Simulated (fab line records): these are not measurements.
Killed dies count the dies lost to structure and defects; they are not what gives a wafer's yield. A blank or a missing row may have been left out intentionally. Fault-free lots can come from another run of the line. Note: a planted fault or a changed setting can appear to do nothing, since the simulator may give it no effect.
Struck lot and sound lot, side by side    flow nand-harc    15 steps out of a route of 1302
Sound: the wafers L595.1, L595.2, L595.4. Struck: wafer L599.1 (L599.2, L599.4, from the same lot, were not struck and are left out); the cause is given at the end.
For every step that has rows: the tool of each side, followed by ch and its chambers, followed by its first start. Under that, the readings that differ: sound wafers    struck wafers    difference of the means    sigmas: that difference in standard deviations of wafers without a fault.
alike: readings with means less than 2 such deviations apart, plus words and numbers identical on both sides. not compared: withheld readings, readings lacking a value on some wafer, bounds such as >300 that could conceal the same value, and numbers that have no deviation in the record and whose values overlap.
A row with sigmas, a row that says differs or no value, or rows on one side alone: a step with any of these is where the two part. Non-overlapping numbers with no deviation appear without sigmas and do not part them. Lack of a reading on every wafer of one side parts them only where that side has two or more wafers.

NHARC_A_DECK1_JOINT_ETCHBACK_00: etches the open film in HBr, target depth 30 nm, time 17.4 s.
  sound on rie-si-05 ch 0,1,2, day 14 02:07; struck on rie-si-04 ch 0, day 15 15:47
  alike: drypump-motor-current-A, oes-product-au, throttle-valve-pct
  not compared: rf-hours-counter-h
then, 8 steps without rows for these wafers: NHARC_A_DECK1_JOINT_PRECLEAN_30 (cleans in SC1); NHARC_A_DECK1_JOINT_SRD_31; NHARC_A_DECK1_JOINT_CVD_34 (deposits SiNx, target thk 20 nm); NHARC_A_DECK1_JOINT_DEP_06 (deposits SiOx, target thk 80 nm); NHARC_A_DECK1_JOINT_CURE_26 (time 32 s); NHARC_A_DECK1_JOINT_ANNEAL_27 (time 3600 s); NHARC_A_DECK1_JOINT_ANNEAL_28 (time 1800 s); NHARC_A_DECK1_JOINT_ANNEAL_29 (time 1800 s).
NHARC_A_DECK1_JOINT_CMP_02: polishes SiOx.
  sound on cmp-04 ch 0,1,2, day 14 21:56; struck on cmp-04 ch 0, day 16 12:43
  alike: motor-current-A, slurry-flow-ml-min
following that, these wafers have no rows for 1 step: NHARC_A_DECK1_JOINT_SRD_15.
NHARC_A_DECK1_JOINT_DEP_16: deposits SiO2, target thk 45 nm.
  sound on pecvd-01 ch 0,1,2, day 14 22:20; struck on pecvd-02 ch 0, day 16 13:08
reading                    sound              struck  difference  sigmas
mfc-precursor-sccm (sccm)  161.1 162.2 161.3  132.1   -29.4       -67
  alike: heater-power-w, throttle-valve-pct
NHARC_A_DECK1_JOINT_THK_MEAS_17: measures by ellipsometry.
  struck on film-metro-01, day 16 13:23; sound on film-metro-01, day 14 22:37
reading      sound           struck  difference  sigmas
thk-nm (nm)  44.5 44.3 43.9  35.7    -8.5        -8
NHARC_A_DECK1_JOINT_INSPECT_05:
  struck on defect-inspect-01, day 16 13:25; sound on defect-inspect-01, day 14 22:39
  alike: raw-defect-count
following that, these wafers have no rows for 1 step: NHARC_END_SORT_01.

== WHERE THEY PART ==
At NHARC_A_DECK1_JOINT_DEP_16 first; at NHARC_A_DECK1_JOINT_THK_MEAS_17 last (within this record only). Later steps at which nothing parts them and some readings are alike: NHARC_A_DECK1_JOINT_INSPECT_05.

WHY: what had been put in by the simulator
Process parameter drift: pecvd-02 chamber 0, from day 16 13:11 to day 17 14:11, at NHARC_A_DECK1_JOINT_DEP_16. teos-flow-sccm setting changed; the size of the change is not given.
